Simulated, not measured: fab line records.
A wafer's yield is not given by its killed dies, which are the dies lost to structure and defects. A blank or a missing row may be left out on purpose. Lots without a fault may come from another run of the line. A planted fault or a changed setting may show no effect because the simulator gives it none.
fab line records	flow n5-finfet
[record] lots = 7	wafers = 21
route steps=1938 shown BEOL_M6@1224 BEOL_M7@1329 BEOL_M8@1377 BEOL_M9@1411 BEOL_M10@1488
start-h: hours from the record's first day to the start of the lot's first wafer shown	wait-h: hours since the lot's step before	" repeats the value in the row above	L1.1+2: a single row standing in for several wafers	- no value present, or no start provided	* or withheld: withheld	< > ~ a bound
route shown NAME@n: NAME is a module with steps in the file, n the number in the route of the first one	usual: mean and standard deviation over wafers with no fault	same: alike in all rows	chamber/n: place in a boat	sites: per-site readings	_std_site: how widely they spread, as a standard deviation	_edge_site: the outer-site mean with the inner-site mean subtracted	radius-mm: how far each site lies from the wafer's centre	mask NAME#n: copy n	behind: the last tool/chamber to shape the wafer	hold: what put the lot on hold/how long, in hours/how the hold closed	device: whichever transistor did not switch (one of n, p or np)	end of line: tests run on the same wafers once the route is complete	for a step that has no rows: nothing shown but its recipe	killed: dies lost to structure and defects at the first sort, not the wafer's yield	map: a wafer's dies, marking killed ones x, the rest . and places with no die _
set.NAME: the setting the step ran with; set.NAME@STEP: the setting that earlier step ran with	model.NAME: the simulator's own value behind a step, which no gauge read
lots where settings were altered on purpose, with a table for each step and a row for each wafer
[[steps]]
[step N5_BEOL_M6_EXPOSE_25]
[recipe] mask-id = V5	na = 0.33	source-shape = annular	sigma-inner = 0.4	sigma-outer = 0.8	polarization = unpolarized	target-cd-nm = 40	dose-mj = 45
lot.wafer	tool	chamber	start-h	wait-h	mask	set.dose-mj
L074.2+3+6	euv-scanner-02	0	178.53	-	V5#0	45
L076.1+4+6	euv-scanner-01	0	198.38	-	V5#0	45
L077.1+5	euv-scanner-02	0	198.55	-	V5#0	45.88
L077.4	"	0	"	"	V5#0	45
L081.1+5	euv-scanner-01	0	227.23	-	V5#0	45
L081.3	"	0	"	"	V5#0	43.43
L082.2+5	euv-scanner-02	0	236.34	-	V5#0	47.2
L082.4	"	0	"	"	V5#0	45
L089.1+2	euv-scanner-01	0	274.65	-	V5#0	45
L089.3	"	0	"	"	V5#0	42.44
L090.2+3+5	euv-scanner-02	0	285.51	-	V5#0	45
[step N5_BEOL_M6_PEB_26]
[recipe] peb-temp-c = 100	peb-time-s = 60	resist = CAR-EUV
[step N5_BEOL_M6_DEVELOP_27]
[recipe] develop-time-s = 30	developer = TMAH	resist = CAR-EUV	rinse-liquid = surfactant-rinse	dry = air-spin	dev-temp-c = 23
[step N5_BEOL_M6_CD_MEAS_28]
[recipe] target-cd-nm = 40	landing-energy-ev = 500	detector = se-inlens
[usual] cd-nm = 39.96/0.24
lot.wafer	tool	chamber	start-h	wait-h	set.dose-mj@BEOL_M6_EXPOSE_25	cd-nm
L074.2	cd-sem-02	0	178.66	-	45	39.94
L074.3	"	0	"	"	45	40.01
L074.6	"	0	"	"	45	40.22
L076.1	cd-sem-01	0	198.51	-	45	39.98
L076.4	"	0	"	"	45	40.06
L076.6	"	0	"	"	45	39.88
L077.1	cd-sem-01	0	198.69	-	45.88	40.55
L077.4	"	0	"	"	45	39.77
L077.5	"	0	"	"	45.88	40.49
L081.1	cd-sem-02	0	227.36	-	45	40.01
L081.3	"	0	"	"	43.43	39.49
L081.5	"	0	"	"	45	40.19
L082.2	cd-sem-03	0	236.47	-	47.2	41.00
L082.4	"	0	"	"	45	40.18
L082.5	"	0	"	"	47.2	41.05
L089.1	cd-sem-01	0	274.78	-	45	40.21
L089.2	"	0	"	"	45	39.68
L089.3	"	0	"	"	42.44	38.34
L090.2	cd-sem-02	0	285.64	-	45	40.11
L090.3	"	0	"	"	45	39.95
L090.5	"	0	"	"	45	40.14
[step N5_BEOL_M6_DESCUM_33]
[recipe] chemistry = O2	time-s = 7	source-power-w = 50	bias-power-w = 20	pressure-mtorr = 20	rf-frequency-hz = 2.712e+07	temp-c = 40	resist = CAR-EUV	o2-flow-sccm = 225
lot.wafer	tool	chamber	start-h	wait-h	set.dose-mj@BEOL_M6_EXPOSE_25	model.BEOL_M6.cd-nm
L074.2+6	rie-diel-03	3,2	179.57	0.8	45	40.2
L074.3	"	0	"	"	45	40
L076.1	rie-diel-02	2	198.65	0.0	45	40
L076.4	"	0	"	"	45	40.2
L076.6	"	1	"	"	45	39.8
L077.1+5	rie-diel-06	3,2	198.95	0.2	45.88	40.6
L077.4	"	2	"	"	45	40
L081.1	rie-diel-02	3	227.66	0.2	45	40.4
L081.3	"	2	"	"	43.43	39.4
L081.5	"	2	"	"	45	40.2
L082.2	rie-diel-03	3	236.78	0.2	47.2	41.2
L082.4	"	1	"	"	45	39.8
L082.5	"	2	"	"	47.2	41
L089.1	rie-diel-06	3	275.02	0.2	45	40
L089.2	"	2	"	"	45	39.8
L089.3	"	1	"	"	42.44	38.4
L090.2+3+5	rie-diel-06	2,3,1	285.76	0.0	45	40
[step N5_BEOL_M6_ETCH_66]
[recipe] chemistry = N2/H2	target = SOC	target-depth-a = 800	overetch-a = 160	mask-material = SiARC	temp-c = 40	time-s = 120	ion-energy-ev = 200	pressure-mtorr = 30	source-w = 840	bias-w = 150	n2-flow-sccm = 200	h2-flow-sccm = 200
[usual] rf-vpp-V = 523.0/2.1
lot.wafer	tool	chamber	start-h	wait-h	set.bias-w	set.dose-mj@BEOL_M6_EXPOSE_25	rf-vpp-V	model.SiARC_of_BEOL_M6_COAT_64.thk-nm	model.BEOL_M6.cd-nm
L074.2	rie-diel-03	3	179.65	0.0	150	45	523.4	7	39.8
L074.3	"	0	"	"	150	45	527.0	6.2	39.4
L074.6	"	2	"	"	150	45	524.4	6.4	39.8
L076.1	rie-diel-02	2	198.73	0.0	150	45	521.6	6.6	39.8
L076.4	"	0	"	"	150	45	519.3	7	40.4
L076.6	"	1	"	"	150	45	521.6	6.2	39.8
L077.1	rie-diel-06	3	199.03	0.0	150	45.88	519.3	6.6	40.8
L077.4	"	2	"	"	173.3	45	572.9	5.2	39.8
L077.5	"	2	"	"	150	45.88	525.0	6.4	40.2
L081.1	rie-diel-02	3	227.74	0.0	136.5	45	491.6	6.8	40.2
L081.3	"	2	"	"	150	43.43	522.7	6.4	39.4
L081.5	"	2	"	"	150	45	523.1	6.4	39.8
L082.2	rie-diel-03	3	236.86	0.0	150	47.2	522.9	7	41
L082.4	"	1	"	"	176.5	45	578.2	5.2	39.8
L082.5	"	2	"	"	150	47.2	524.4	6.6	40.6
L089.1	rie-diel-06	3	275.10	0.0	150	45	519.2	6.8	40.2
L089.2	"	2	"	"	150	45	525.5	6.4	40
L089.3	"	1	"	"	135.3	42.44	491.8	7.2	38.6
L090.2	rie-diel-06	2	285.84	0.0	166.5	45	559.5	5.6	40
L090.3	"	3	"	"	166.5	45	555.2	6	40.2
L090.5	"	1	"	"	150	45	525.2	6.4	40.4
[step N5_BEOL_M7_DEP_56]
[recipe] material = SiCN	target-thk-a = 100	temp-c = withheld	precursor = 3MS/NH3	pressure-torr = 3	rf-w = 202	time-s = 17.5
lot.wafer	tool	chamber	start-h	wait-h	set.time-s	model.SiCN_of_BEOL_M7_DEP_56.thk-nm
L074.2+3+6	pecvd-03	2,0,0	188.55	0.0	17.5	9.8
L076.1+4+6	pecvd-01	0,0,2	208.06	0.0	17.5	10
L077.1	pecvd-01	0	209.29	0.0	16.63	9.4
L077.4	"	2	"	"	17.5	10.2
L077.5	"	1	"	"	17.5	9.8
L081.1	pecvd-02	0	242.63	0.0	17.5	10
L081.3	"	1	"	"	17.5	10.2
L081.5	"	1	"	"	16.55	9.6
L082.2	pecvd-02	1	249.22	0.0	17.5	10.2
L082.4+5	"	0,1	"	"	17.5	10.4
L089.1	pecvd-02	1	285.43	0.0	17.5	9.8
L089.2	"	2	"	"	20.06	11.4
L089.3	"	2	"	"	17.5	10.2
L090.2	pecvd-02	1	295.15	0.0	20.11	11.2
L090.3	"	0	"	"	20.11	11.4
L090.5	"	0	"	"	20.11	11.6
[step N5_BEOL_M8_TRENCH_ETCH_37]
[recipe] chemistry = C4F6/O2	target-depth-a = 934.78	target = SiCOH_lowk	time-s = 31.2	ion-energy-ev = 250	pressure-mtorr = 30	source-w = 345	bias-w = 185	Ar_flow_sccm = 300	C4F6_flow_sccm = 10	O2_flow_sccm = 10
[usual] rf-vpp-V = 667/20
lot.wafer	tool	chamber	start-h	wait-h	set.source-w	rf-vpp-V
L074.2	rie-diel-03	1	-	-	345	680
L074.3	"	0	"	"	345	676
L074.6	"	1	"	"	345	680
L076.1	rie-diel-02	2	-	-	345	649
L076.4	"	2	"	"	287.8	714
L076.6	"	3	"	"	345	679
L077.1	rie-diel-03	2	-	-	397	644
L077.4	"	1	"	"	397	633
L077.5	"	2	"	"	345	693
L081.1	rie-diel-03	2	-	-	295.7	748
L081.3	"	3	"	"	295.7	705
L081.5	"	1	"	"	345	679
L082.2	rie-diel-03	0	-	-	345	676
L082.4	"	2	"	"	345	692
L082.5	"	1	"	"	380.6	647
L089.1	rie-diel-06	1	-	-	363.3	644
L089.2	"	2	"	"	345	649
L089.3	"	0	"	"	345	666
L090.2	rie-diel-06	1	-	-	345	661
L090.3	"	0	"	"	389.4	625
L090.5	"	0	"	"	345	666
[step N5_BEOL_M9_EXPOSE_08]
[recipe] mask-id = M9	na = 1.35	source-shape = dipole	sigma-inner = 0.411	sigma-outer = 0.611	polarization = te	dose-mj = 53.75
lot.wafer	tool	chamber	start-h	wait-h	mask	set.dose-mj
L074.2+3+6	arfi-scanner-01	0	198.14	-	M9#0	53.75
L076.1+4+6	arfi-scanner-01	0	216.36	-	M9#0	53.75
L077.1+4+5	arfi-scanner-03	0	216.66	-	M9#0	53.75
L081.1+5	arfi-scanner-03	0	251.08	-	M9#0	53.75
L081.3	"	0	"	"	M9#0	52.01
L082.2+5	arfi-scanner-02	0	259.43	-	M9#0	53.75
L082.4	"	0	"	"	M9#0	55.31
L089.1+2	arfi-scanner-01	0	298.88	-	M9#0	53.75
L089.3	"	0	"	"	M9#0	51.52
L090.2+3	arfi-scanner-01	0	306.96	-	M9#0	53.75
L090.5	"	0	"	"	M9#0	55.57
[step N5_BEOL_M9_PEB_09]
[recipe] peb-temp-c = withheld	peb-time-s = 60	resist = CAR-ArF
[step N5_BEOL_M9_DEVELOP_10]
[recipe] develop-time-s = 30	developer = TMAH	resist = CAR-ArF	rinse-liquid = diw	dry = air-spin	dev-temp-c = 23
[step N5_BEOL_M9_CD_MEAS_11]
[recipe] target-cd-nm = 64.1	landing-energy-ev = 500	detector = se-inlens	polarity = opening
[usual] cd-nm = 64.3/0.69
lot.wafer	tool	chamber	start-h	wait-h	set.dose-mj@BEOL_M9_EXPOSE_08	cd-nm
L074.2	cd-sem-01	0	198.26	-	53.75	64.3
L074.3	"	0	"	"	53.75	63.9
L074.6	"	0	"	"	53.75	64.2
L076.1	cd-sem-02	0	216.49	-	53.75	64.4
L076.4	"	0	"	"	53.75	64.7
L076.6	"	0	"	"	53.75	64.2
L077.1	cd-sem-02	0	216.78	-	53.75	64.3
L077.4	"	0	"	"	53.75	64.3
L077.5	"	0	"	"	53.75	64.4
L081.1	cd-sem-02	0	251.20	-	53.75	64.5
L081.3	"	0	"	"	52.01	61.6
L081.5	"	0	"	"	53.75	64.2
L082.2	cd-sem-02	0	259.55	-	53.75	65.5
L082.4	"	0	"	"	55.31	66.8
L082.5	"	0	"	"	53.75	63.9
L089.1	cd-sem-02	0	299.00	-	53.75	64.6
L089.2	"	0	"	"	53.75	64.1
L089.3	"	0	"	"	51.52	61.7
L090.2	cd-sem-03	0	307.08	-	53.75	65.4
L090.3	"	0	"	"	53.75	64.5
L090.5	"	0	"	"	55.57	66.6
[step N5_BEOL_M9_DESCUM_16]
[recipe] chemistry = O2	time-s = 7.9	source-power-w = 50	bias-power-w = 20	pressure-mtorr = 20	rf-frequency-hz = 2.712e+07	temp-c = 40	resist = CAR-ArF	o2-flow-sccm = 225
[step N5_BEOL_M9_ETCH_61]
[recipe] chemistry = CF4	target = SiARC	target-depth-a = 390	mask-material = CAR-ArF	time-s = 65	ion-energy-ev = 80	pressure-mtorr = 40	source-w = 545	bias-w = 36	Ar_flow_sccm = 100	cf4-flow-sccm = 100	ends = cleared
lot.wafer	tool	chamber	start-h	wait-h	set.dose-mj@BEOL_M9_EXPOSE_08	model.BEOL_M9.cd-offset-nm
L074.2	rie-diel-01	1	198.38	0.0	53.75	0.4
L074.3	"	3	"	"	53.75	-0.2
L074.6	"	2	"	"	53.75	0
L076.1	rie-diel-05	2	216.61	0.0	53.75	0.2
L076.4+6	"	0	"	"	53.75	0.8
L077.1	rie-diel-05	2	216.95	0.0	53.75	0
L077.4	"	0	"	"	53.75	0.6
L077.5	"	3	"	"	53.75	0.4
L081.1	rie-diel-01	2	251.47	0.0	53.75	0
L081.3	"	3	"	"	52.01	-2.4
L081.5	"	2	"	"	53.75	-0.2
L082.2	rie-diel-04	2	259.67	0.0	53.75	1.6
L082.4	"	1	"	"	55.31	2.4
L082.5	"	3	"	"	53.75	-0.4
L089.1	rie-diel-01	1	299.20	0.0	53.75	0
L089.2	"	0	"	"	53.75	0.2
L089.3	"	3	"	"	51.52	-2.4
L090.2+3	rie-diel-05	2,1	307.78	0.0	53.75	1.2
L090.5	"	1	"	"	55.57	3.2
[step N5_BEOL_M9_ETCH_62]
[recipe] chemistry = N2/H2	target = SOC	target-depth-a = 1100	overetch-a = 220	mask-material = SiARC	temp-c = 40	time-s = 165	ion-energy-ev = 200	pressure-mtorr = 30	source-w = 840	bias-w = 150	n2-flow-sccm = 200	h2-flow-sccm = 200
lot.wafer	tool	chamber	start-h	wait-h	set.dose-mj@BEOL_M9_EXPOSE_08	model.BEOL_M9.cd-offset-nm
L074.2	rie-diel-01	1	198.43	0.0	53.75	0.6
L074.3	"	3	"	"	53.75	-0.4
L074.6	"	2	"	"	53.75	0.2
L076.1	rie-diel-05	2	216.66	0.0	53.75	0
L076.4	"	0	"	"	53.75	0.8
L076.6	"	0	"	"	53.75	0.4
L077.1	rie-diel-05	2	217.00	0.0	53.75	-0.4
L077.4	"	0	"	"	53.75	0.2
L077.5	"	3	"	"	53.75	0
L081.1	rie-diel-01	2	251.52	0.0	53.75	0.4
L081.3	"	3	"	"	52.01	-2.6
L081.5	"	2	"	"	53.75	0.2
L082.2	rie-diel-04	2	259.72	0.0	53.75	1.4
L082.4	"	1	"	"	55.31	2.2
L082.5	"	3	"	"	53.75	-0.2
L089.1	rie-diel-01	1	299.25	0.0	53.75	0.2
L089.2	"	0	"	"	53.75	0.4
L089.3	"	3	"	"	51.52	-2.8
L090.2+3	rie-diel-05	2,1	307.83	0.0	53.75	1
L090.5	"	1	"	"	55.57	3
[step N5_BEOL_M9_STRIP_68]
[recipe] chemistry = N2/H2	temp-c = 40	n2-flow-sccm = 200	h2-flow-sccm = 200	rf-frequency-hz = 6e+07
[step N5_BEOL_M9_STRIP_67]
[recipe] chemistry = CF4	resist = SiARC	power-w = 300	bias-power-w = 75	pressure-mtorr = 50	cf4-flow-sccm = 150	rf-frequency-hz = 6e+07
[step N5_BEOL_M9_HM_OPEN_17]
[recipe] chemistry = Cl2/BCl3	target-depth-a = 200	overetch-a = 60	target = TiN	mask-material = SOC	ion-energy-ev = 150	pressure-mtorr = 10	icp-w = 1000	bias-w = 126	Cl2_flow_sccm = 53.25	bcl3-flow-sccm = 21.75	Ar_flow_sccm = 25
[step N5_BEOL_M9_STRIP_19]
[recipe] chemistry = O2	power-w = 400	temp-c = 40	pressure-mtorr = 30	rf-frequency-hz = 6e+07	bias-power-w = 0	overash-fraction = 0.2	o2-flow-sccm = 225
[step N5_BEOL_M9_CD_MEAS_18]
[recipe] pitch-nm = 140	target-cd-nm = 70
[usual] cd-nm = 70.2/0.82
lot.wafer	tool	chamber	start-h	wait-h	set.dose-mj@BEOL_M9_EXPOSE_08	cd-nm
L074.2	cd-sem-01	-	198.97	0.1	53.75	70.8
L074.3	"	-	"	"	53.75	69.5
L074.6	"	-	"	"	53.75	70.3
L076.1	cd-sem-01	-	217.09	0.0	53.75	70.0
L076.4	"	-	"	"	53.75	70.8
L076.6	"	-	"	"	53.75	70.8
L077.1	cd-sem-01	-	217.56	0.0	53.75	69.4
L077.4	"	-	"	"	53.75	70.2
L077.5	"	-	"	"	53.75	69.6
L081.1	cd-sem-02	-	251.88	0.0	53.75	70.3
L081.3	"	-	"	"	52.01	67.0
L081.5	"	-	"	"	53.75	70.2
L082.2	cd-sem-02	-	260.31	0.1	53.75	71.8
L082.4	"	-	"	"	55.31	72.2
L082.5	"	-	"	"	53.75	70.1
L089.1	cd-sem-03	-	299.62	0.0	53.75	70.0
L089.2	"	-	"	"	53.75	70.5
L089.3	"	-	"	"	51.52	67.0
L090.2	cd-sem-01	-	308.25	0.1	53.75	71.1
L090.3	"	-	"	"	53.75	71.5
L090.5	"	-	"	"	55.57	73.6
[step N5_BEOL_M9_COAT_63]
[recipe] resist = SOC	temp-c = 250	time-s = 60	spin-rpm = 1500	resist-thk-nm = 60
[step N5_BEOL_M9_COAT_64]
[recipe] resist = SiARC	temp-c = 220	time-s = 60	spin-rpm = 1500	resist-thk-nm = 12
[step N5_BEOL_M9_PRECLEAN_42]
[recipe] chemistry = residue-remover	time-s = 60	temp-c = 40
[step N5_BEOL_M9_SRD_43]
[recipe] time-s = 30	temp-c = 23	rinse-liquid = diw	dry = ipa-marangoni
[step N5_BEOL_M9_CD_MEAS_35]
[recipe] target-cd-nm = 70	target-cd-y-nm = 40	polarity = opening
[usual] cd-nm = 70.1/0.8
lot.wafer	tool	chamber	start-h	wait-h	set.dose-mj@BEOL_M9_EXPOSE_08	cd-nm
L074.2	cd-sem-01	-	200.45	0.0	53.75	70.3
L074.3	"	-	"	"	53.75	69.6
L074.6	"	-	"	"	53.75	69.9
L076.1	cd-sem-03	-	218.13	0.0	53.75	70.3
L076.4	"	-	"	"	53.75	70.5
L076.6	"	-	"	"	53.75	70.3
L077.1	cd-sem-03	-	218.75	0.0	53.75	68.8
L077.4	"	-	"	"	53.75	69.8
L077.5	"	-	"	"	53.75	70.0
L081.1	cd-sem-03	-	253.76	0.0	53.75	70.1
L081.3	"	-	"	"	52.01	66.9
L081.5	"	-	"	"	53.75	69.7
L082.2	cd-sem-02	-	262.09	0.0	53.75	71.1
L082.4	"	-	"	"	55.31	71.9
L082.5	"	-	"	"	53.75	69.3
L089.1	cd-sem-03	-	302.32	0.0	53.75	69.7
L089.2	"	-	"	"	53.75	70.0
L089.3	"	-	"	"	51.52	67.3
L090.2	cd-sem-03	-	309.60	0.0	53.75	71.0
L090.3	"	-	"	"	53.75	71.1
L090.5	"	-	"	"	55.57	72.4
[step N5_BEOL_M10_ETCH_62]
[recipe] chemistry = N2/H2	target = SOC	target-depth-a = 1100	overetch-a = 220	mask-material = SiARC	temp-c = 40	time-s = 165	ion-energy-ev = 200	pressure-mtorr = 30	source-w = 840	bias-w = 150	n2-flow-sccm = 200	h2-flow-sccm = 200
lot.wafer	tool	chamber	start-h	wait-h	set.time-s	model.SiARC_of_BEOL_M10_COAT_60.thk-nm
L074.2	rie-diel-03	0	204.59	0.0	165	23.4
L074.3+6	"	3	"	"	165	24
L076.1+6	rie-diel-06	0,3	225.01	0.0	132.5	25
L076.4	"	3	"	"	165	24
L077.1+4	rie-diel-06	1,2	225.26	0.0	165	23.6
L077.5	"	1	"	"	165	23.4
L081.1	rie-diel-03	2	258.77	0.0	200.4	22.2
L081.3	"	1	"	"	200.4	22
L081.5	"	3	"	"	165	24
L082.2	rie-diel-06	0	266.28	0.0	165	23.8
L082.4+5	"	1,2	"	"	165	23.4
L089.1	rie-diel-03	2	307.51	0.0	183.7	22.8
L089.2	"	0	"	"	165	23.2
L089.3	"	1	"	"	165	23.4
L090.2	rie-diel-02	3	316.20	0.0	165	23.2
L090.3	"	2	"	"	196.3	22.2
L090.5	"	1	"	"	196.3	22
[step N5_BEOL_M10_STRIP_68]
[recipe] chemistry = N2/H2	temp-c = 40	n2-flow-sccm = 200	h2-flow-sccm = 200	rf-frequency-hz = 6e+07
[step N5_BEOL_M10_STRIP_67]
[recipe] chemistry = CF4	resist = SiARC	power-w = 300	bias-power-w = 75	pressure-mtorr = 50	cf4-flow-sccm = 150	rf-frequency-hz = 6e+07
[step N5_BEOL_M10_HM_OPEN_17]
[recipe] chemistry = Cl2/BCl3	target-depth-a = 200	overetch-a = 60	target = TiN	mask-material = SOC	ion-energy-ev = 150	pressure-mtorr = 10	icp-w = 1000	bias-w = 126	Cl2_flow_sccm = 53.25	bcl3-flow-sccm = 21.75	Ar_flow_sccm = 25
lot.wafer	tool	chamber	start-h	wait-h	set.time-s@BEOL_M10_ETCH_62	model.etch.depth-nm
L074.2	rie-metal-02	0	204.78	0.0	165	20.41
L074.3	"	1	"	"	165	19.96
L074.6	"	0	"	"	165	20.13
L076.1	rie-metal-01	0	225.20	0.0	132.5	20.4
L076.4	"	1	"	"	165	20.15
L076.6	"	0	"	"	132.5	20.01
L077.1	rie-metal-03	1	225.45	0.0	165	20.09
L077.4	"	1	"	"	165	19.93
L077.5	"	0	"	"	165	20
L081.1	rie-metal-03	1	258.96	0.0	200.4	16.58
L081.3	"	0	"	"	200.4	16.5
L081.5	"	0	"	"	165	19.86
L082.2	rie-metal-02	1	266.47	0.0	165	19.63
L082.4	"	0	"	"	165	19.77
L082.5	"	0	"	"	165	19.71
L089.1	rie-metal-02	0	307.70	0.0	183.7	18.13
L089.2	"	1	"	"	165	20.31
L089.3	"	0	"	"	165	20.49
L090.2	rie-metal-01	0	316.39	0.0	165	19.68
L090.3	"	1	"	"	196.3	17.27
L090.5	"	0	"	"	196.3	16.88
[[key]]
[split] step = N5_BEOL_M6_EXPOSE_25	setting = dose-mj	stated = 45	by = wafer
[response] step = N5_BEOL_M6_CD_MEAS_28	reading = cd-nm	change = +0.233	per = 1%	r = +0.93
[response] step = N5_BEOL_M6_DESCUM_33	reading = model.BEOL_M6.cd-nm	change = +0.266	per = 1%	r = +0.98
[response] step = N5_BEOL_M6_ETCH_66	reading = model.BEOL_M6.cd-nm	change = +0.234	per = 1%	r = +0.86
[split] step = N5_BEOL_M6_ETCH_66	setting = bias-w	stated = 150	by = wafer
[response] step = N5_BEOL_M6_ETCH_66	reading = rf-vpp-V	change = +3.16	per = 1%	r = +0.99
[response] step = N5_BEOL_M6_ETCH_66	reading = model.SiARC_of_BEOL_M6_COAT_64.thk-nm	change = -0.0758	per = 1%	r = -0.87
[split] step = N5_BEOL_M7_DEP_56	setting = time-s	stated = 17.5	by = wafer
[response] step = N5_BEOL_M7_DEP_56	reading = model.SiCN_of_BEOL_M7_DEP_56.thk-nm	change = +0.0976	per = 1%	r = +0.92
[split] step = N5_BEOL_M8_TRENCH_ETCH_37	setting = source-w	stated = 345	by = wafer
[response] step = N5_BEOL_M8_TRENCH_ETCH_37	reading = rf-vpp-V	change = -3.25	per = 1%	r = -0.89
[split] step = N5_BEOL_M9_EXPOSE_08	setting = dose-mj	stated = 53.75	by = wafer
[response] step = N5_BEOL_M9_CD_MEAS_11	reading = cd-nm	change = +0.669	per = 1%	r = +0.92
[response] step = N5_BEOL_M9_ETCH_61	reading = model.BEOL_M9.cd-offset-nm	change = +0.627	per = 1%	r = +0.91
[response] step = N5_BEOL_M9_ETCH_62	reading = model.BEOL_M9.cd-offset-nm	change = +0.708	per = 1%	r = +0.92
[response] step = N5_BEOL_M9_CD_MEAS_18	reading = cd-nm	change = +0.744	per = 1%	r = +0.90
[response] step = N5_BEOL_M9_CD_MEAS_35	reading = cd-nm	change = +0.624	per = 1%	r = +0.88
[split] step = N5_BEOL_M10_ETCH_62	setting = time-s	stated = 165	by = wafer
[response] step = N5_BEOL_M10_ETCH_62	reading = model.SiARC_of_BEOL_M10_COAT_60.thk-nm	change = -0.0651	per = 1%	r = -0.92
[response] step = N5_BEOL_M10_HM_OPEN_17	reading = model.etch.depth-nm	shape = bent	at-lowest = 20.2	at-stated = 20.01	at-highest = 16.54
